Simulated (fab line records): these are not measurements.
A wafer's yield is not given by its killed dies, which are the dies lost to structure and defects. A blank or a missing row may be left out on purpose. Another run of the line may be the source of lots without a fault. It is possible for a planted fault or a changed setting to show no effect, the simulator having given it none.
fab line records -- flow nand_harc
record lots=5, wafers=14, last_day=32
route steps=1302 shown P_M2@331 P_BONDPAD@351 END@1302
lots that met no fault: from a run of the same line without faults
start_h: the number of hours between the record's first day and the start of the first shown wafer of the lot -- wait_h: how many hours have passed since the lot's step before this one -- " as in the row above -- L1.1+2: a row that stands for several wafers -- - no value, or no start was given -- * or withheld: withheld -- < > ~ a bound
route shown NAME@n: names a module that has steps shown in the file, with the first one's number in the route -- usual: mean and standard deviation over wafers with no fault -- same: alike in all rows -- chamber/n: place in a boat -- sites: the reading at each site -- _std_site: how widely they spread, as a standard deviation -- _edge_site: outer sites' mean less inner sites' -- radius_mm: how far each site lies from the wafer's centre -- mask NAME#n: copy n -- behind: the most recent tool/chamber to have shaped the wafer -- hold: reason for holding the lot/hours on hold/outcome of the hold -- device: names the non-switching transistor (n, p or np) -- end of line: tests run on the same wafers once the route is complete -- a step without rows: its recipe alone -- killed: count of dies lost to structure and defects at first sort (not the wafer's yield) -- map: the dies of a wafer, with x for killed, . for not killed, _ for no die there
set.NAME: the setting the step ran with; set.NAME@STEP: the setting that earlier step ran with -- model.NAME: the simulator's own value behind a step, which no gauge read
certain route steps with their lots: each step a table, each wafer a row
services: the hour from which a tool's chamber was out of use, counted from the record's first day as start_h (under 0 if before that day), plus the number of hours and why
## steps
# step NHARC_P_M2_DESCUM_14
# recipe time_s=3, o2_flow_sccm=200, ar_flow_sccm=0, bias_power_w=0, chemistry=O2
# step NHARC_P_M2_ETCH_35
# recipe target_depth_a=400, overetch_a=120, time_s=43.94, ion_energy_ev=200, n2_flow_sccm=150, h2_flow_sccm=150, ar_flow_sccm=0, rf_w=400, bias_w=150, chemistry=N2/H2
# step NHARC_P_M2_ETCH_15
# recipe target_depth_a=1825, time_s=91.2, c4f8_flow_sccm=withheld, ar_flow_sccm=400, rf_w=600, bias_w=300, chemistry=C4F8/Ar
# step NHARC_P_M2_STRIP_18
# recipe power_w=1000, n2_flow_sccm=150, h2_flow_sccm=150, ar_flow_sccm=0, bias_w=0, chemistry=N2/H2
# step NHARC_P_M2_ETCH_28
# recipe target_depth_a=300, over_etch_frac=0.3, time_s=72.99, ion_energy_ev=150, cf4_flow_sccm=50, n2_flow_sccm=100, ar_flow_sccm=150, rf_w=300, bias_w=100, chemistry=CF4/N2
# step NHARC_P_M2_STRIP_19
# recipe time_s=600, temp_c=30, chemistry=post_etch_residue_remover
# step NHARC_P_M2_DEGAS_29
# recipe temp_c=250, time_s=60
# step NHARC_P_M2_PRE_CLEAN_30
# recipe time_s=30, temp_c=280, gas=H2/He
# step NHARC_P_M2_PVD_20
# recipe target_thk_a=50, bias_v=168.6, power_w=15000, chamber_pressure_pa=0.12, time_s=8.06, substrate_temp_c=50, material=TaN
# step NHARC_P_M2_PVD_21
# recipe target_thk_a=300, chamber_pressure_pa=5, power_w=5000, substrate_temp_c=30, time_s=20.49, material=Cu
# usual substrate_temp_c=30.01/0.11, throttle_valve_pct=30.1/0.78
lot.wafer,tool,chamber,start_h,wait_h,substrate_temp_c,throttle_valve_pct
L209.4,pvd_sputter-02,-,190.23,-,30.04,31.4
L209.6,pvd_sputter-02,-,190.23,-,30.02,31.3
L209.5,pvd_sputter-02,-,190.23,-,30.08,31.4
L215.2,pvd_sputter-03,-,248.91,-,30.18,29.2
L215.5,pvd_sputter-03,-,248.91,-,30.09,29.3
L215.6,pvd_sputter-03,-,248.91,-,30.08,29.7
L219.2,pvd_sputter-03,-,294.69,-,29.93,29.9
L219.1,pvd_sputter-03,-,294.69,-,30.08,28.8
L219.3,pvd_sputter-03,-,294.69,-,29.97,29.4
L220.3,pvd_sputter-03,-,296.62,-,29.91,30.1
L220.1,pvd_sputter-03,-,296.62,-,29.91,29.5
L220.6,pvd_sputter-03,-,296.62,-,29.84,29.4
L221.4,pvd_sputter-03,-,308.47,-,30.14,30.5
L221.5,pvd_sputter-03,-,308.47,-,29.98,30.3
# step NHARC_P_M2_ECD_22
# recipe target_thk_a=4000, bath_temp_c=25, material=Cu
# step NHARC_P_M2_ANNEAL_31
# recipe temp_c=225, time_s=90
# step NHARC_P_M2_CMP_23
# recipe t_overpolish_s=20, target_thk_nm=144.3
# step NHARC_P_M2_SRD_25
# step NHARC_P_M2_PRE_CLEAN_32
# recipe time_s=12, temp_c=370, rf_power_w=300, gas=NH3
# step NHARC_P_M2_DEP_33
# recipe target_thk_a=300, temp_c=370, target_thk_nm=30, pressure_torr=3, flow_sccm=200, rf_w=450, material=SiCN
# step NHARC_P_BONDPAD_DEP_00
# recipe target_thk_a=2500, temp_c=370, target_thk_nm=250, pressure_torr=3, flow_sccm=200, rf_w=450, material=SiCN
# step NHARC_P_BONDPAD_CMP_32
# recipe target_thk_nm=200, material=SiCN
# step NHARC_P_BONDPAD_SRD_34
# step NHARC_P_BONDPAD_DEHYDRATE_01
# recipe temp_c=150, time_s=120
# step NHARC_P_BONDPAD_HMDS_02
# recipe time_s=30
# step NHARC_P_BONDPAD_COAT_36
# recipe temp_c=200, time_s=65
# step NHARC_P_BONDPAD_COAT_03
# recipe spin_rpm=2000, resist_thk_nm=600
# step NHARC_P_BONDPAD_SOFTBAKE_04
# recipe temp_c=125, time_s=70
# step NHARC_P_BONDPAD_EBR_05
# step NHARC_P_BONDPAD_EXPOSE_06
# recipe na=0.55, dose_mj=37.06, mask_id=P_BPAD
# step NHARC_P_BONDPAD_PEB_07
# recipe peb_temp_c=128, peb_time_s=80
# step NHARC_P_BONDPAD_DEVELOP_08
# recipe time_s=50, dev_temp_c=22
# step NHARC_P_BONDPAD_HARDBAKE_10
# recipe temp_c=118, time_s=65
# step NHARC_P_BONDPAD_DESCUM_11
# recipe time_s=3, o2_flow_sccm=200, ar_flow_sccm=0, bias_power_w=0, chemistry=O2
# step NHARC_P_BONDPAD_ETCH_37
# recipe target_depth_a=600, overetch_a=180, time_s=65.91, ion_energy_ev=200, n2_flow_sccm=150, h2_flow_sccm=150, ar_flow_sccm=0, rf_w=400, bias_w=150, chemistry=N2/H2
# step NHARC_P_BONDPAD_ETCH_12
# recipe target_depth_a=2000, time_s=100, chf3_flow_sccm=50, o2_flow_sccm=10, ar_flow_sccm=200, rf_w=500, bias_w=200, chemistry=CHF3/O2
# step NHARC_END_SORT_01
# recipe temp_c=25
# usual defect_limited_yield=90.1/2.6, killed_at_array=63/17, killed_at_other=0.8/1.1, killed_at_periphery=3.5/3, killed_dies=67/17, killed_open=3.1/1.6, killed_short=2.6/1.4
# same gross_dies=677
lot.wafer,tool,chamber,start_h,wait_h,defect_limited_yield[%],killed_at_array,killed_at_other,killed_at_periphery,killed_dies,killed_open,killed_short
L209.4,prober-02,0,616.26,3.4,93.1,44,0,3,47,1,1
L209.5,prober-02,0,617.06,3.7,91.3,56,0,3,59,2,4
L209.6,prober-02,0,617.87,4.0,92.9,45,0,3,48,4,1
L215.2,prober-02,0,676.54,2.8,92.3,46,2,4,52,5,3
L215.5,prober-02,0,678.91,3.7,92.3,45,2,5,52,3,1
L215.6,prober-02,0,679.69,3.9,92.3,48,0,4,52,4,0
L219.1,prober-02,0,732.06,2.5,0,64,0,613,677,4,2
L219.2,prober-02,0,732.86,2.8,89.5,68,0,3,71,1,1
L219.3,prober-02,0,733.66,3.1,89.2,72,0,1,73,2,4
L220.1,prober-01,0,732.08,2.5,0,42,3,632,677,3,5
L221.4,prober-01,0,761.37,3.4,90.8,60,0,2,62,5,2
L221.5,prober-01,0,762.16,3.7,0.1,47,0,629,676,0,3
# killed by level:class
L209.4 A_CHANNEL_HOLE_D2:chamber_film_flake=34 A_CHANNEL_HOLE_D1:chamber_film_flake=3 A_CONTACT:chamber_film_flake=3 A_SGD_CUT:geometric_particle:short=1 A_CONTACT:geometric_particle:open=1 P_ZERO_WELL:chamber_film_flake=1 P_STI:chamber_film_flake=1 P_BONDPAD:chamber_film_flake=1
L209.5 A_CHANNEL_HOLE_D2:chamber_film_flake=35 A_CONTACT:chamber_film_flake=6 A_ZERO_WELL:chamber_film_flake=3 A_CHANNEL_HOLE_D1:chamber_film_flake=3 A_CHANNEL_FILL_D2:geometric_particle:short=2 P_BONDPAD:chamber_film_flake=2 A_CHANNEL_HOLE_D1:geometric_particle:short=1 A_CHANNEL_FILL_D1:geometric_particle:open=1
L209.6 A_CHANNEL_HOLE_D2:chamber_film_flake=31 A_CONTACT:chamber_film_flake=4 A_CHANNEL_FILL_D1:geometric_particle:open=2 P_BONDPAD:chamber_film_flake=2 A_CHANNEL_HOLE_D1:chamber_film_flake=2 A_WL_FILL:chamber_film_flake=2 P_M1:geometric_particle:open=1 A_CHANNEL_FILL_D1:geometric_particle:short=1
L215.2 A_CHANNEL_HOLE_D2:chamber_film_flake=15 A_CHANNEL_HOLE_D1:chamber_film_flake=6 A_CONTACT:chamber_film_flake=5 A_M1:chamber_film_flake=4 P_ZERO_WELL:chamber_film_flake=3 A_CHANNEL_FILL_D1:chamber_film_flake=2 A_STAIRCASE:chamber_film_flake=2 A_SLIT:chamber_film_flake=2
L215.5 A_CHANNEL_HOLE_D2:chamber_film_flake=20 A_CHANNEL_HOLE_D1:chamber_film_flake=5 A_STAIRCASE:chamber_film_flake=4 A_SLIT:chamber_film_flake=4 P_GATE:chamber_film_flake=3 A_CONTACT:geometric_particle:open=2 P_ZERO_WELL:chamber_film_flake=2 A_WL_FILL:chamber_film_flake=2
L215.6 A_CHANNEL_HOLE_D2:chamber_film_flake=23 A_SLIT:chamber_film_flake=6 A_CHANNEL_HOLE_D1:chamber_film_flake=5 A_CONTACT:chamber_film_flake=3 A_M1:chamber_film_flake=3 P_GATE:chamber_film_flake=2 P_CONTACT:geometric_particle:open=1 A_CHANNEL_HOLE_D2:geometric_particle:open=1
L219.1 P_M2:area_pvd=611 A_SLIT:chamber_film_flake=23 A_CHANNEL_HOLE_D2:chamber_film_flake=18 A_CHANNEL_HOLE_D1:chamber_film_flake=9 A_CONTACT:chamber_film_flake=5 A_CHANNEL_FILL_D2:chamber_film_flake=2 P_CONTACT:geometric_particle:open=1 A_CHANNEL_FILL_D1:geometric_particle:open=1
L220.1 P_M2:area_pvd=631 A_CHANNEL_HOLE_D1:chamber_film_flake=23 A_CONTACT:chamber_film_flake=6 A_STAIRCASE:chamber_film_flake=4 A_SLIT:chamber_film_flake=3 THIN_TSV:chamber_film_flake=2 P_M2:geometric_particle:short=1 A_CHANNEL_FILL_D1:geometric_particle:short=1
L219.2 A_SLIT:chamber_film_flake=30 A_CHANNEL_HOLE_D2:chamber_film_flake=14 A_STAIRCASE:chamber_film_flake=7 A_CHANNEL_HOLE_D1:chamber_film_flake=6 A_CONTACT:chamber_film_flake=6 P_GATE:chamber_film_flake=2 A_DECK1_JOINT:geometric_particle:short=1 A_SGD_CUT:geometric_particle:open=1
L219.3 A_CHANNEL_HOLE_D2:chamber_film_flake=23 A_SLIT:chamber_film_flake=21 A_CHANNEL_HOLE_D1:chamber_film_flake=13 A_CONTACT:chamber_film_flake=4 A_STAIRCASE:chamber_film_flake=3 A_CHANNEL_FILL_D1:geometric_particle:short=1 A_DECK1_JOINT:geometric_particle:short=1 A_ONON_D2:geometric_particle:open=1
L221.4 A_CHANNEL_HOLE_D2:chamber_film_flake=21 A_CHANNEL_HOLE_D1:chamber_film_flake=10 A_SLIT:chamber_film_flake=10 A_STAIRCASE:chamber_film_flake=9 A_CONTACT:chamber_film_flake=4 P_CONTACT:geometric_particle:open=1 P_M1:geometric_particle:short=1 A_CHANNEL_HOLE_D1:geometric_particle:open=1
L221.5 P_M2:area_pvd=627 A_CHANNEL_HOLE_D2:chamber_film_flake=25 A_CHANNEL_HOLE_D1:chamber_film_flake=6 A_STAIRCASE:chamber_film_flake=6 A_SLIT:chamber_film_flake=5 A_CONTACT:chamber_film_flake=2 A_ONON_D1:geometric_particle:short=1 A_CHANNEL_FILL_D2:geometric_particle:short=1
# map L219.1 (x killed, . not)
____________x____________
_________xxxxxxx_________
_______xxxxxxxxxxx_______
______xxxxxxxxxxxxx______
_____xxxxxxxxxxxxxxx_____
____xxxxxxxxxxxxxxxxx____
____xxxxxxxxxxxxxxxxx____
___xxxxxxxxxxxxxxxxxxx___
___xxxxxxxxxxxxxxxxxxx___
__xxxxxxxxxxxxxxxxxxxxx__
__xxxxxxxxxxxxxxxxxxxxx__
_xxxxxxxxxxxxxxxxxxxxxxx_
_xxxxxxxxxxxxxxxxxxxxxxx_
_xxxxxxxxxxxxxxxxxxxxxxx_
_xxxxxxxxxxxxxxxxxxxxxxx_
_xxxxxxxxxxxxxxxxxxxxxxx_
xxxxxxxxxxxxxxxxxxxxxxxxx
xxxxxxxxxxxxxxxxxxxxxxxxx
xxxxxxxxxxxxxxxxxxxxxxxxx
xxxxxxxxxxxxxxxxxxxxxxxxx
xxxxxxxxxxxxxxxxxxxxxxxxx
_xxxxxxxxxxxxxxxxxxxxxxx_
_xxxxxxxxxxxxxxxxxxxxxxx_
_xxxxxxxxxxxxxxxxxxxxxxx_
_xxxxxxxxxxxxxxxxxxxxxxx_
_xxxxxxxxxxxxxxxxxxxxxxx_
__xxxxxxxxxxxxxxxxxxxxx__
__xxxxxxxxxxxxxxxxxxxxx__
___xxxxxxxxxxxxxxxxxxx___
___xxxxxxxxxxxxxxxxxxx___
____xxxxxxxxxxxxxxxxx____
____xxxxxxxxxxxxxxxxx____
_____xxxxxxxxxxxxxxx_____
______xxxxxxxxxxxxx______
_______xxxxxxxxxxx_______
_________xxxxxxx_________
____________x____________
# map L220.1 (x killed, . not)
____________x____________
_________xxxxxxx_________
_______xxxxxxxxxxx_______
______xxxxxxxxxxxxx______
_____xxxxxxxxxxxxxxx_____
____xxxxxxxxxxxxxxxxx____
____xxxxxxxxxxxxxxxxx____
___xxxxxxxxxxxxxxxxxxx___
___xxxxxxxxxxxxxxxxxxx___
__xxxxxxxxxxxxxxxxxxxxx__
__xxxxxxxxxxxxxxxxxxxxx__
_xxxxxxxxxxxxxxxxxxxxxxx_
_xxxxxxxxxxxxxxxxxxxxxxx_
_xxxxxxxxxxxxxxxxxxxxxxx_
_xxxxxxxxxxxxxxxxxxxxxxx_
_xxxxxxxxxxxxxxxxxxxxxxx_
xxxxxxxxxxxxxxxxxxxxxxxxx
xxxxxxxxxxxxxxxxxxxxxxxxx
xxxxxxxxxxxxxxxxxxxxxxxxx
xxxxxxxxxxxxxxxxxxxxxxxxx
xxxxxxxxxxxxxxxxxxxxxxxxx
_xxxxxxxxxxxxxxxxxxxxxxx_
_xxxxxxxxxxxxxxxxxxxxxxx_
_xxxxxxxxxxxxxxxxxxxxxxx_
_xxxxxxxxxxxxxxxxxxxxxxx_
_xxxxxxxxxxxxxxxxxxxxxxx_
__xxxxxxxxxxxxxxxxxxxxx__
__xxxxxxxxxxxxxxxxxxxxx__
___xxxxxxxxxxxxxxxxxxx___
___xxxxxxxxxxxxxxxxxxx___
____xxxxxxxxxxxxxxxxx____
____xxxxxxxxxxxxxxxxx____
_____xxxxxxxxxxxxxxx_____
______xxxxxxxxxxxxx______
_______xxxxxxxxxxx_______
_________xxxxxxx_________
____________x____________
## services
tool,chamber,start_h,hours,kind
pvd_sputter-03,-,170.02,10.0,pm
pvd_sputter-02,-,194.21,0.7,repair
pvd_sputter-02,-,234.80,0.6,repair
pvd_sputter-03,-,253.00,3.6,repair
pvd_sputter-02,-,282.06,10.0,pm
## key
first_sign step=NHARC_END_SORT_01, reading=killed_at_periphery, direction=up, sigmas=99+, usual=3.5, struck=624.7
effect step=NHARC_END_SORT_01, reading=defect_limited_yield, direction=down, sigmas=35, usual=90.1, struck=0.0
more_kills_born_at NHARC_P_M2_PVD_21@pvd_sputter-03=1869
met_at NHARC_P_M2_PVD_21
struck_wafers L219.1,L220.1,L221.5
later_rows_left_out L219.1,L220.1,L221.5
onset_between 248.91 294.69
fault kind=process_parameter_drift, tool=pvd_sputter-03, chamber=-, onset_h=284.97, steps=NHARC_P_M2_PVD_21, channel=target_thk_a, offset=*, shape=step, end_h=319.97, scope=struck_wafers_only, acts_in=*, stated=*
# later_rows_left_out: the simulator's readings of these wafers behind a module that went badly wrong aren't trusted and aren't shown, but for the sort
